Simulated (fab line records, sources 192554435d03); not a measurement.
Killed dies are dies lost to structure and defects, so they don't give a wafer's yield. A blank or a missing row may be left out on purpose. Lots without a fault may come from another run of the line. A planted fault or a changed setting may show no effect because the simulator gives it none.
A struck lot beside a sound one | flow n5_finfet | 37 steps out of a route of 1938
Sound: wafers L643.1, L643.5, L643.6. Struck: wafers L636.3, L636.4, L636.5. The cause comes at the end.
At each step with rows: each side's tool, then ch and its chambers, then its first start. Under that, the readings that differ: sound wafers | struck wafers | difference of the means | sigmas: that difference in standard deviations of wafers without a fault.
alike: readings whose means differ by less than 2 such deviations, and words and numbers that are the same on both sides. not compared: withheld readings, readings that some wafer has no value for, bounds like >300 that may hide the same value, and numbers for which the record gives no deviation and whose values overlap.
The two part at a step that has a row with sigmas, a row that says differs or no value, or rows on one side only. Numbers that don't overlap but have no deviation are shown without sigmas and don't part them. A reading that every wafer of one side lacks parts them only if that side has two wafers or more.

first, 9 steps without rows for these wafers: N5_BEOL_M4_ANNEAL_95 (time 240 s); N5_BEOL_M4_SPUTTER_96 (material Cu, target thk 4.5 nm, time 8.29 s); N5_BEOL_M4_ECD_50 (material Cu, target thk 300 nm); N5_BEOL_M4_ANNEAL_51 (time 90 s); N5_BEOL_M4_CMP_52 (polishes, stops on SiOC, t overpolish 6.8 s, target thk 40 nm); N5_BEOL_M4_PRE_CLEAN_60 (time 15 s); N5_BEOL_M4_CO_CAP_55 (material Co, precursor CCTBA/H2, target thk 2 nm, time 102.1 s); N5_BEOL_M4_PRE_CLEAN_56 (time 15 s); N5_BEOL_M4_DEP_57 (deposits SiCN from 3MS/NH3, target thk 8 nm, time 14 s).
N5_BEOL_M4_RC_MEAS_101:
  sound on prober-02 ch 0, day 15 03:20; struck on prober-02 ch 0, day 13 13:06
  alike: DIBL_N, DIBL_P, IOFF_N, IOFF_P, ION_N, ION_P, SS_N, SS_P, VT_N, VT_P
then, 24 steps without rows for these wafers: N5_BEOL_M5_ILD_DEP_00 (deposits SiCOH lowk from DEMS/porogen, target thk 140.64 nm, time 25.9 s); N5_BEOL_M5_CURE_79 (cures SiCOH lowk, time 240 s); N5_BEOL_M5_PECVD_70 (deposits SiO2 from TEOS/O2, target thk 16 nm, time 18 s); N5_BEOL_M5_HM_DEP_02 (deposits TiN, target thk 20 nm); N5_BEOL_M5_COAT_59 (time 60 s, resist thk 60 nm); N5_BEOL_M5_COAT_60 (time 60 s, resist thk 12 nm); N5_BEOL_M5_COAT_71 (time 60 s, resist thk 5 nm); N5_BEOL_M5_COAT_05 (resist thk 30 nm); N5_BEOL_M5_EBR_07; N5_BEOL_M5_SOFTBAKE_06 (time 60 s); N5_BEOL_M5_EXPOSE_08 (exposes mask M5, target cd 28 nm); N5_BEOL_M5_PEB_09 (peb time 60 s); N5_BEOL_M5_DEVELOP_10 (develop time 30 s); N5_BEOL_M5_DESCUM_16 (chemistry O2, time 7 s); N5_BEOL_M5_ETCH_72 (etches underlayer in N2/H2, target depth 6.5 nm, time 5.2 s); N5_BEOL_M5_ETCH_61 (etches SiARC in CF4, target depth 15.6 nm, time 26 s); N5_BEOL_M5_ETCH_62 (etches SOC in N2/H2, target depth 75 nm, overetch 15 nm, time 112.5 s); N5_BEOL_M5_STRIP_63 (strips in N2/H2); N5_BEOL_M5_STRIP_73 (strips in N2/H2); N5_BEOL_M5_STRIP_64 (strips in CF4); N5_BEOL_M5_HM_OPEN_17 (chemistry Cl2/BCl3, target TiN, target depth 20 nm, overetch 6 nm); N5_BEOL_M5_STRIP_19 (strips in O2); N5_BEOL_M5_COAT_65 (time 60 s, resist thk 60 nm); N5_BEOL_M5_COAT_66 (time 60 s, resist thk 12 nm).
N5_BEOL_M9_CVD_78: deposits Co from CCTBA/H2, target thk 2 nm, time 138.9 s.
  sound on cvd_co-01 ch 0,2, day 17 04:29; struck on cvd_co-02 ch 0,2, day 15 07:29
  no value came back on the struck wafers for chamber_pressure_Torr (Torr), run_length_s (s), time_s (s); on the sound wafers chamber_pressure_Torr (Torr) reads 30.09 30.05 30.04
N5_BEOL_M9_CMP_52: polishes, stops on SiCOH lowk, t overpolish 7 s, target thk 140 nm.
  sound on cmp-01 ch 0,3, day 17 05:17; struck on cmp-04 ch 1,2,3, day 15 09:47
  reading                      | sound          | struck         | difference | sigmas
  barrier_field_endpoint_s (s) | 28.3 29.4 27.7 | 26.8 25.9 26.2 | -2.2       | -2
  alike: clearing_platen_down_force_psi, motor_current_A, platen_rpm
-- the record jumps here: 2 days lie between the struck wafers' starts before and after (it left off in module BEOL_M9 and takes up again in module PASSIVATION, whose first step shown is number 1936 of the route) --
N5_PASSIVATION_PROBE_49:
  sound on prober-01, day 21 01:47; struck on prober-01, day 17 15:10
  reading                  | sound          | struck         | difference | sigmas
  defect_limited_yield (%) | 95.1 93.6 93.0 | 18.0 18.5 17.1 | -76.0      | -51
  killed_at_M0_to_M3       | 13 16 27       | 43 33 43       | +21        | +2
  killed_at_M4_up          | 10 15 15       | 883 902 885    | +877       | +99 or more
  killed_dies              | 58 75 83       | 968 962 978    | +897       | +50
  killed_on_rim            | 9 8 15         | 88 149 91      | +99        | +24
  sort_bin_5_function (%)  | 2.9 4.5 3.7    | 69.7 68.4 71.4 | +66.1      | +66
  sort_bin_6_memory (%)    | 1.9 1.8 2.9    | 12.3 12.7 10.4 | +9.6       | +14
  sort_n_pass              | 1122 1105 1097 | 212 218 202    | -897       | -50
  sort_yield_pct (%)       | 95.1 93.6 93.0 | 18.0 18.5 17.1 | -76.0      | -51
  alike: killed_at_contacts, killed_at_front_end, killed_at_other, killed_open, killed_short

WHERE THEY PART
First at N5_BEOL_M9_CVD_78; last, within this record, at N5_PASSIVATION_PROBE_49.

WHY: what the simulator had put in
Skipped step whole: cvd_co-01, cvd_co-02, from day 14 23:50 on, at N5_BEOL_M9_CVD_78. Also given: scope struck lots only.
